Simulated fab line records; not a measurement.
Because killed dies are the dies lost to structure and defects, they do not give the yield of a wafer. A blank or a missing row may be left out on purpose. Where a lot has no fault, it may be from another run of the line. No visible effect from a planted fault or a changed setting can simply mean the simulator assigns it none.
A struck lot beside a sound one :: flow n5-finfet :: 15 out of 1938 route steps
Sound: wafers L792.4, L792.5, L792.6. Struck: wafer L804.5. (L804.3, L804.6 of the same lot were not struck and are left out.) The cause comes at the end.
Per side, at each step with rows, come the tool, then ch with its chambers, and then its first start. Under that, the readings that differ: sound wafers :: struck wafers :: difference of the means :: sigmas: that difference in standard deviations of wafers without a fault.
alike: words and numbers the same on both sides, and readings whose means are apart by under 2 such deviations; not compared: readings that were withheld, readings missing a value for some wafer, numbers with overlapping values and no deviation given by the record, and bounds like >300 which may hide the same value.
Wherever a step has rows on one side only, a row that says differs or no value, or a row with sigmas, the two part there. Numbers that don't overlap but have no deviation are shown without sigmas and don't part them. Lack of a reading on every wafer of one side parts them only where that side has two or more wafers.

first, 1 step without rows for these wafers: N5_BEOL_M5_SPUTTER_83 (material Cu, target thk 15 nm, time 27.62 s).
N5_BEOL_M5_ANNEAL_84: time 1800 s.
  sound on pvd-sputter-03 at day 8 18:37; struck on pvd-sputter-03 at day 11 17:28
  alike: heater-power-w
N5_BEOL_M5_SPUTTER_88: material Cu, target thk 15 nm, time 27.62 s.
  sound on pvd-sputter-03 at day 8 19:38; struck on pvd-sputter-03 at day 11 18:28
  alike: throttle-valve-pct
N5_BEOL_M5_ANNEAL_89: time 1800 s.
  sound on pvd-sputter-03 at day 8 19:43; struck on pvd-sputter-03 at day 11 18:33
  alike: heater-power-w
N5_BEOL_M5_SPUTTER_90: material Cu, target thk 4.5 nm, time 8.29 s.
  sound on pvd-sputter-03 at day 8 20:43; struck on pvd-sputter-03 at day 11 19:34
  alike: throttle-valve-pct
then, 1 step without rows for these wafers: N5_BEOL_M5_ECD_50 (material Cu, target thk 300 nm).
N5_BEOL_M5_ANNEAL_51: time 90 s.
  sound on rtp-anneal-01 ch 0, day 8 21:04; struck on rtp-anneal-01 ch 0, day 11 19:51
  alike: wafer_temp_C_max
then, 1 step without rows for these wafers: N5_BEOL_M5_CMP_52 (polishes, stops on SiCOH lowk, t overpolish 6.9 s, target thk 62 nm).
N5_BEOL_M5_THK_MEAS_53: measures by xrf.
  sound on film-metro-02 at day 8 21:31; struck on film-metro-01 at day 11 20:21
  alike: M5_THK
then, 3 steps without rows for these wafers: N5_BEOL_M5_PRE_CLEAN_77 (time 15 s); N5_BEOL_M5_CO_CAP_78 (material Co, precursor CCTBA/H2, target thk 2 nm, time 102.1 s); N5_BEOL_M5_PRE_CLEAN_55 (time 15 s).
N5_BEOL_M5_DEP_56: deposits SiCN from 3MS/NH3, target thk 8 nm, time 14 s.
  sound on pecvd-03 ch 0,1, day 8 21:44; struck on pecvd-03 ch 0, day 11 20:58
reading: model.SiCN_of_BEOL_M5_DEP_56.thk-nm (nm)
sound: 8.2 8.2 8
struck: 6
difference: -2
sigmas: 
  alike: showerhead-plenum-p-Torr, throttle-valve-pct
  not compared: since-wet-clean-h
N5_BEOL_M5_RS_MEAS_57: uses a four-point probe to measure.
  sound on film-metro-01 at day 8 21:49; struck on film-metro-01 at day 11 21:02
  alike: M5_RS
N5_PASSIVATION_PROBE_49:
  rows exist in the record for the sound wafers here (prober-01, day 12 13:46), none for the struck ones

== WHERE THEY PART ==
At N5_PASSIVATION_PROBE_49 and nowhere else, as far as this record goes.

WHY: what had been put in by the simulator
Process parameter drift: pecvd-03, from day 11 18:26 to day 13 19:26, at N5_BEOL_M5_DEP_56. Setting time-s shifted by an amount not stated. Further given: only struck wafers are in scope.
